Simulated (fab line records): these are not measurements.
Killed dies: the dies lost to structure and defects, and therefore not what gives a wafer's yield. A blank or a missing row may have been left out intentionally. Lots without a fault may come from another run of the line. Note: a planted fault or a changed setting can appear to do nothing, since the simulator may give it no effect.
Matching of chambers ; flow n5-finfet ; rie-si-02 running N5_FIN_SAQP_MANDREL1_REMOVE_56: 4 sister chambers
The step chemistry HBr/Cl2/O2, target a-Si, stops on SiNx, bt time 10 s. 8 wafers are shown with their chamber, then 7 later ones without.

== EACH WAFER AND ITS CHAMBER ==
wafer;chamber;drypump-motor-current-A (A);oes-product-au (a.u.)
L080.3;1;6.3;1.027
L082.2;3;6.5;1.006
L082.3;2;5.7;0.993
L083.1;0;5.9;1.010
L083.5;1;6.3;1.032
L083.6;0;5.8;1.007
L084.3;3;6.5;1.026
L084.4;2;5.7;0.994

== WAFERS WITHOUT THEIR CHAMBER ==
wafer;drypump-motor-current-A (A);oes-product-au (a.u.)
L084.6;6.3;1.024
L085.1;6.5;1.016
L085.3;5.9;1.004
L085.5;6.3;1.029
L086.1;6.5;1.008
L086.3;5.6;0.991
L086.6;6.5;1.012

== WHICH CHAMBER EACH ONE RAN IN ==
wafer;from the rows above;in truth
L084.6;1;1
L085.1;3;3
L085.3;0;0
L085.5;1;1
L086.1;3;3
L086.3;2;2
L086.6;3;3
Correctly placed: 7 of 7. Number that these rows cannot place: 0. Number placed wrongly: 0.
How it was worked out, from the rows above alone: a wafer's distance from a chamber is the root of the sum, over the readings, of the square of ((its reading less the chamber's mean) divided by the reading's scatter). If the next closest chamber is less than 2 further off than the closest, the wafer can't be placed; otherwise it belongs to the closest. Each chamber's mean is taken over the wafers shown for it. The scatter: take each reading less its chamber's mean, square it, sum over the shown wafers, divide by the number of wafers less the number of chambers, and take the root.
